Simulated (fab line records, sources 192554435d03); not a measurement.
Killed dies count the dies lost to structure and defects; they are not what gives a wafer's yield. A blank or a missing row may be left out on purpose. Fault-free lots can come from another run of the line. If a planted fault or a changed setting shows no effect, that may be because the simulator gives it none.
Which tool is to blame? | flow n5 finfet | Sampling: 24 lots, 72 wafers, 3 of 1938 route steps

## WHAT EACH GAUGE READ, for each wafer
N5_BEOL_M0_SAQP_CD_MEAS_29: target cd 14.4 nm. Usual: cd nm 15.02 nm, standard deviation 0.22.
lot  | measured     | on        | cd nm (nm)        | flag
L074 | day 5 14:53  | cd sem-01 | 15.00 15.52 15.29 |
L075 | day 5 20:03  | cd sem-01 | 14.96 15.11 14.91 |
L076 | day 6 03:37  | cd sem-03 | 15.40 14.84 15.20 |
L077 | day 6 11:26  | cd sem-01 | 14.95 15.33 15.13 |
L078 | day 6 12:44  | cd sem-02 | 15.08 14.81 14.83 |
L079 | day 6 22:37  | cd sem-02 | 14.76 15.25 15.04 |
L080 | day 7 05:13  | cd sem-03 | 14.69 14.79 14.65 |
L081 | day 7 12:41  | cd sem-03 | 15.36 15.02 15.22 |
L082 | day 7 17:39  | cd sem-02 | 15.49 15.29 14.91 |
L083 | day 7 22:13  | cd sem-02 | 15.61 15.28 15.35 |
L084 | day 8 03:34  | cd sem-03 | 15.04 15.07 14.84 |
L085 | day 8 09:31  | cd sem-03 | 15.16 15.42 14.74 |
L086 | day 8 16:40  | cd sem-02 | 14.70 14.86 14.89 |
L087 | day 8 19:22  | cd sem-02 | 14.91 15.02 14.73 |
L088 | day 9 04:41  | cd sem-03 | 14.97 14.66 15.10 |
L089 | day 9 05:55  | cd sem-02 | 15.02 15.25 14.95 |
L090 | day 9 20:30  | cd sem-02 | 14.84 15.03 14.94 |
L091 | day 10 00:46 | cd sem-03 | 14.93 15.13 14.82 |
L092 | day 10 04:43 | cd sem-03 | 15.45 14.60 15.33 |
L093 | day 10 14:23 | cd sem-03 | 15.25 15.09 14.93 |
L094 | day 10 15:56 | cd sem-01 | 15.27 14.88 15.17 |
L095 | day 10 20:47 | cd sem-03 | 14.88 14.98 15.05 |
L096 | day 11 08:45 | cd sem-03 | 14.83 15.25 15.11 |
L097 | day 11 11:10 | cd sem-03 | 14.87 15.13 14.90 |

N5_BEOL_M0_SAQP_CD_MEAS_40: target cd 30 nm. Usual: cd nm 30.09 nm, standard deviation 0.24.
lot  | measured     | on        | cd nm (nm)        | flag
L074 | day 5 15:12  | cd sem-03 | 29.66 29.98 30.21 |
L075 | day 5 20:29  | cd sem-01 | 30.47 29.94 30.31 |
L076 | day 6 04:05  | cd sem-02 | 30.11 30.05 29.83 |
L077 | day 6 11:45  | cd sem-02 | 30.55 30.16 30.04 |
L078 | day 6 13:02  | cd sem-01 | 29.85 30.21 29.88 |
L079 | day 6 23:02  | cd sem-03 | 29.79 29.63 29.57 |
L080 | day 7 05:31  | cd sem-03 | 29.71 29.94 29.65 |
L081 | day 7 13:00  | cd sem-03 | 29.83 29.83 30.00 |
L082 | day 7 17:58  | cd sem-01 | 29.93 29.79 29.86 |
L083 | day 7 22:32  | cd sem-01 | 30.22 30.28 29.86 |
L084 | day 8 03:59  | cd sem-02 | 30.62 30.10 30.31 |
L085 | day 8 09:50  | cd sem-01 | 30.11 30.53 30.18 |
L086 | day 8 17:06  | cd sem-03 | 30.55 30.23 30.18 |
L087 | day 8 19:47  | cd sem-03 | 29.85 30.29 30.29 |
L088 | day 9 04:59  | cd sem-01 | 30.09 30.31 30.31 |
L089 | day 9 06:20  | cd sem-01 | 30.22 30.36 30.38 |
L090 | day 9 20:56  | cd sem-03 | 30.51 29.94 30.04 |
L091 | day 10 01:04 | cd sem-03 | 29.91 30.21 30.33 |
L092 | day 10 05:11 | cd sem-03 | 29.90 30.15 30.07 |
L093 | day 10 14:41 | cd sem-02 | 30.18 30.25 30.03 |
L094 | day 10 16:23 | cd sem-03 | 30.02 30.21 30.20 |
L095 | day 10 21:06 | cd sem-01 | 29.72 30.12 29.70 |
L096 | day 11 09:04 | cd sem-02 | 30.24 30.15 30.21 |
L097 | day 11 11:28 | cd sem-03 | 30.21 29.82 30.34 |

N5_BEOL_M0_SAQP_OVL_MEAS_41. Usual: M0_CUT1_OVL 0.1 nm, standard deviation 0.68.
lot  | measured     | on         | M0_CUT1_OVL (nm) | flag
L074 | day 5 15:14  | overlay-02 | 0.9 1.3 0.4      |
L075 | day 5 20:31  | overlay-02 | -0.1 -0.1 1.7    |
L076 | day 6 04:07  | overlay-01 | 0.8 0.3 -0.6     |
L077 | day 6 11:47  | overlay-02 | 0.4 -0.4 0.2     |
L078 | day 6 13:05  | overlay-02 | 0.7 0.5 -0.5     |
L079 | day 6 23:05  | overlay-01 | 1.1 0.1 0.7      |
L080 | day 7 05:33  | overlay-02 | 0.0 -0.4 -0.1    |
L081 | day 7 13:02  | overlay-02 | 0.2 -0.8 -0.7    |
L082 | day 7 17:59  | overlay-02 | 0.9 0.3 0.4      |
L083 | day 7 22:34  | overlay-01 | 0.8 0.1 0.4      |
L084 | day 8 04:02  | overlay-01 | -0.1 -0.4 -1.0   |
L085 | day 8 09:52  | overlay-01 | -0.6 -0.4 -0.2   |
L086 | day 8 17:08  | overlay-02 | 0.4 1.0 0.5      |
L087 | day 8 19:49  | overlay-02 | -1.3 -0.6 -0.5   |
L088 | day 9 05:01  | overlay-02 | -0.5 -0.8 -0.2   |
L089 | day 9 06:23  | overlay-02 | 0.4 -0.2 -0.3    |
L090 | day 9 20:58  | overlay-02 | 0.3 0.2 0.3      |
L091 | day 10 01:06 | overlay-02 | -0.5 -0.1 0.0    |
L092 | day 10 05:14 | overlay-02 | 1.6 1.9 0.9      |
L093 | day 10 14:43 | overlay-01 | -0.1 -0.1 -1.2   |
L094 | day 10 16:25 | overlay-01 | 0.0 -0.6 0.9     |
L095 | day 10 21:08 | overlay-01 | -0.9 -0.4 -0.7   |
L096 | day 11 09:05 | overlay-01 | -0.3 -0.7 -0.1   |
L097 | day 11 11:31 | overlay-02 | 1.1 0.1 0.9      |

## TOOL THAT RAN EACH LOT (tool first, then ch and the chambers of the sampled wafers, then the start)
Before these readings, the record contains no process step.

## AS READ BY THE TOOLS THEMSELVES (means over the sampled wafers that have a number; for cases with no such wafer, the mark the record gives instead)
The record holds no such reading with a usual standard deviation.

## THE ANSWER, worked out from the rows above alone
Rule: a lot counts as off when the mean over its wafers that have a number is more than 3 standard deviations away from the usual mean. A lot without any number at a reading at which 4 lots or more have one is off too. The other lots that the step has rows for count as sound. First the gauges in route order, then the tools' own readings, where a lot's mean is used as printed above. The first step at which some lot is off is used, and at that step the reading that is off furthest; a lot without a number counts as furthest.
None of the lots is off at any reading shown; this tells nothing.

## WHAT WAS PUT IN BY THE SIMULATOR
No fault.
